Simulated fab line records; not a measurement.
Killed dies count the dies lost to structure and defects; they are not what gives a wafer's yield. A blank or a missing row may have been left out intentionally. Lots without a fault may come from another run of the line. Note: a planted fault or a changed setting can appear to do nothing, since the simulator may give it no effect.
Split-lot study :: flow n5Finfet :: 21 wafers read from 7 lots, route of 1938 steps

== ON THE SPLIT ==
At N5_BEOL_M1_ETCH_64 (etches SOC in N2/H2, target depth 75 nm, overetch 15 nm, time 112.5 s), the setting biasW was moved away from the recipe's 150 W on 4 of the 21 wafers read, by -17.9% to -7.0%. This setting was run at the recipe's value on the other wafers.

Reading taken at the split's own step.

== THE READING ==
rfVppV, in V, at N5_BEOL_M1_ETCH_64 (etches SOC in N2/H2, target depth 75 nm, overetch 15 nm, time 112.5 s). On this fab line, fault-free wafers typically give 525.5 V with a standard deviation of 2.2 V.

wafer: L074.1
tool, chamber at the split: rieDiel-01, 0
biasW as run, W: 150
against the recipe: recipe
rfVppV, V: 525.5
against lot-mates on the recipe: -

wafer: L074.4
tool, chamber at the split: rieDiel-01, 2
biasW as run, W: 150
against the recipe: recipe
rfVppV, V: 520.4
against lot-mates on the recipe: -

wafer: L074.5
tool, chamber at the split: rieDiel-01, 2
biasW as run, W: 126.1
against the recipe: -15.9%
rfVppV, V: 466.3
against lot-mates on the recipe: -56.7

wafer: L075.3
tool, chamber at the split: rieDiel-02, 2
biasW as run, W: 150
against the recipe: recipe
rfVppV, V: 522.6
against lot-mates on the recipe: -

wafer: L075.4
tool, chamber at the split: rieDiel-02, 3
biasW as run, W: 150
against the recipe: recipe
rfVppV, V: 528.9
against lot-mates on the recipe: -

wafer: L075.5
tool, chamber at the split: rieDiel-02, 1
biasW as run, W: 150
against the recipe: recipe
rfVppV, V: 525.1
against lot-mates on the recipe: -

wafer: L085.2
tool, chamber at the split: rieDiel-01, 0
biasW as run, W: 150
against the recipe: recipe
rfVppV, V: 524.5
against lot-mates on the recipe: -

wafer: L085.3
tool, chamber at the split: rieDiel-01, 3
biasW as run, W: 123.2
against the recipe: -17.9%
rfVppV, V: 464.4
against lot-mates on the recipe: -60.1

wafer: L085.4
tool, chamber at the split: rieDiel-01, 0
biasW as run, W: 123.2
against the recipe: -17.9%
rfVppV, V: 462.6
against lot-mates on the recipe: -61.9

wafer: L086.2
tool, chamber at the split: rieDiel-01, 2
biasW as run, W: 150
against the recipe: recipe
rfVppV, V: 529.1
against lot-mates on the recipe: -

wafer: L086.3
tool, chamber at the split: rieDiel-01, 3
biasW as run, W: 150
against the recipe: recipe
rfVppV, V: 523.5
against lot-mates on the recipe: -

wafer: L086.4
tool, chamber at the split: rieDiel-01, 3
biasW as run, W: 150
against the recipe: recipe
rfVppV, V: 525.1
against lot-mates on the recipe: -

wafer: L089.2
tool, chamber at the split: rieDiel-02, 0
biasW as run, W: 150
against the recipe: recipe
rfVppV, V: 527.6
against lot-mates on the recipe: -

wafer: L089.4
tool, chamber at the split: rieDiel-02, 0
biasW as run, W: 150
against the recipe: recipe
rfVppV, V: 526.5
against lot-mates on the recipe: -

wafer: L089.5
tool, chamber at the split: rieDiel-02, 2
biasW as run, W: 150
against the recipe: recipe
rfVppV, V: 522.5
against lot-mates on the recipe: -

wafer: L095.3
tool, chamber at the split: rieDiel-02, 2
biasW as run, W: 150
against the recipe: recipe
rfVppV, V: 522.0
against lot-mates on the recipe: -

wafer: L095.4
tool, chamber at the split: rieDiel-02, 1
biasW as run, W: 139.5
against the recipe: -7.0%
rfVppV, V: 501.9
against lot-mates on the recipe: -20.1

wafer: L095.5
tool, chamber at the split: rieDiel-02, 2
biasW as run, W: 150
against the recipe: recipe
rfVppV, V: 522.1
against lot-mates on the recipe: -

wafer: L096.3
tool, chamber at the split: rieDiel-02, 0
biasW as run, W: 150
against the recipe: recipe
rfVppV, V: 526.2
against lot-mates on the recipe: -

wafer: L096.5
tool, chamber at the split: rieDiel-02, 1
biasW as run, W: 150
against the recipe: recipe
rfVppV, V: 525.9
against lot-mates on the recipe: -

wafer: L096.6
tool, chamber at the split: rieDiel-02, 2
biasW as run, W: 150
against the recipe: recipe
rfVppV, V: 521.9
against lot-mates on the recipe: -

THE FIT
A straight line over all 21 wafers: rfVppV changes by +3.48 V for each +1% of biasW; r = +0.99; the points scatter about the line by 2.5 V.
The same after taking each lot's own level away (the mean of its wafers on the recipe; 21 wafers): +3.43 V for each +1%; r = +0.99; scatter 2.2 V.
Per that fit: largest biasW move, reading shift of 61 V.
From 522.05 to 525.90 V: that is the span of the lots' own levels, equal to 1.8 times the standard deviation above.
Consequently the slope shifts little with the lot-to-lot level, the two slopes agreeing.
Check: for one of the wafers moved furthest among these (-17.9%), held out of the fit, the line's prediction against its lot-mates is -61.8 V. It came out at -60.1 V against them.
Tool readings at the split's step, against how far the setting was moved: rfVppV r = +0.99.

== THESE WAFERS: OTHER SPLITS ==
These wafers also went through other splits before the reading. Each is held against what the fit with the lots' levels taken away leaves over:
other split on the same wafers: N5_HKMG_FIN_COAT_06 spinRpm
wafers away from the commonest value: 8
r with rfVppV (lot level and that fit taken away): +0.06

other split on the same wafers: N5_HKMG_FIN_EXPOSE_09 doseMj
wafers away from the commonest value: 5
r with rfVppV (lot level and that fit taken away): +0.56

other split on the same wafers: N5_MOL_CONTACT_COAG_ETCH_105 biasW
wafers away from the commonest value: 8
r with rfVppV (lot level and that fit taken away): -0.04

other split on the same wafers: N5_MOL_CONTACT_COAG_CONTACT_ETCH_14 sourceW
wafers away from the commonest value: 4
r with rfVppV (lot level and that fit taken away): -0.04

other split on the same wafers: N5_MOL_CONTACT_COAG_ALD_27 aldCycles
wafers away from the commonest value: 10
r with rfVppV (lot level and that fit taken away): -0.22

other split on the same wafers: N5_BEOL_M0_SAQP_ETCH_106 targetDepthA
wafers away from the commonest value: 3
r with rfVppV (lot level and that fit taken away): +0.05

other split on the same wafers: N5_BEOL_M0_SAQP_SPACER2_ALD_26 targetThkA
wafers away from the commonest value: 7
r with rfVppV (lot level and that fit taken away): -0.19

other split on the same wafers: N5_BEOL_M1_COAT_05 spinRpm
wafers away from the commonest value: 5
r with rfVppV (lot level and that fit taken away): +0.10

== THE WHOLE CHAIN: every reading that the file lists as answering this split, in the file's order ==
step: N5_BEOL_M1_ETCH_64
what it does: etches SOC in N2/H2, target depth 75 nm, overetch 15 nm, time 112.5 s
reading: rfVppV
change (the file's fit): +3.43 V for each +1% of the setting
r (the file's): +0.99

step: N5_BEOL_M1_ETCH_64
what it does: etches SOC in N2/H2, target depth 75 nm, overetch 15 nm, time 112.5 s
reading: SiARC_of_BEOL_M1_COAT_62.thkNm (the simulator's own value, which no gauge read)
change (the file's fit): -0.07 nm for each +1% of the setting
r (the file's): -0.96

== THE FILE'S OWN FIT ==
rfVppV changes by +3.43 V for each +1% of biasW, r = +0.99.
